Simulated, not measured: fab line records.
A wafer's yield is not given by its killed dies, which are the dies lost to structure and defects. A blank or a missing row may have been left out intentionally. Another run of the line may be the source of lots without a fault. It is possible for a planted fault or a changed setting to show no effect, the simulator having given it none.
Which tool is to blame? | flow n5_finfet | at 1 step of a route of 1938, 10 lots with 28 wafers sampled

## WHAT THE GAUGES READ, wafer by wafer
N5_HKMG_FIN_INSPECT_14: inspects for defects (macro).
lot  | measured    | on                | raw_defect_count
L842 | day 4 16:36 | defect_inspect-02 | 5 3 0
L844 | day 5 02:49 | defect_inspect-02 | 0 2 2
L848 | day 6 04:07 | defect_inspect-02 | 0 4 3
L853 | day 7 08:13 | defect_inspect-01 | 1 1
L854 | day 7 13:44 | defect_inspect-01 | 2 0
L855 | day 7 23:13 | defect_inspect-02 | 3 4 1
L858 | day 9 04:55 | defect_inspect-02 | 0 4 2
L860 | day 9 07:58 | defect_inspect-01 | 3 2 0
L862 | day 9 16:03 | defect_inspect-01 | 5 2 3
L863 | day 9 23:08 | defect_inspect-02 | 0 3 2

## TOOL THAT RAN EACH LOT (tool first, then ch and the chambers of the sampled wafers, then the start)
There is no process step in the record ahead of these readings.

## THE ANSWER, worked out from the rows above alone
Rule: usual is defined by the lots themselves. Put in order of their means at a reading, lots are off if they are a third of the lots or fewer, leave a main group of 4 or more, and stand apart from it by a gap of 3 or more times the standard deviation of the main group's means; of several such gaps the widest counts. A main group whose means are all the same, to the digits that the tables above print for the reading, isn't used. A lot without any number at a reading at which 4 lots or more have one is off too. The other lots that the step has rows for count as sound.
Across all readings shown, no lot is off: no conclusion can be drawn from this.

## WHAT THE SIMULATOR HAD INSERTED
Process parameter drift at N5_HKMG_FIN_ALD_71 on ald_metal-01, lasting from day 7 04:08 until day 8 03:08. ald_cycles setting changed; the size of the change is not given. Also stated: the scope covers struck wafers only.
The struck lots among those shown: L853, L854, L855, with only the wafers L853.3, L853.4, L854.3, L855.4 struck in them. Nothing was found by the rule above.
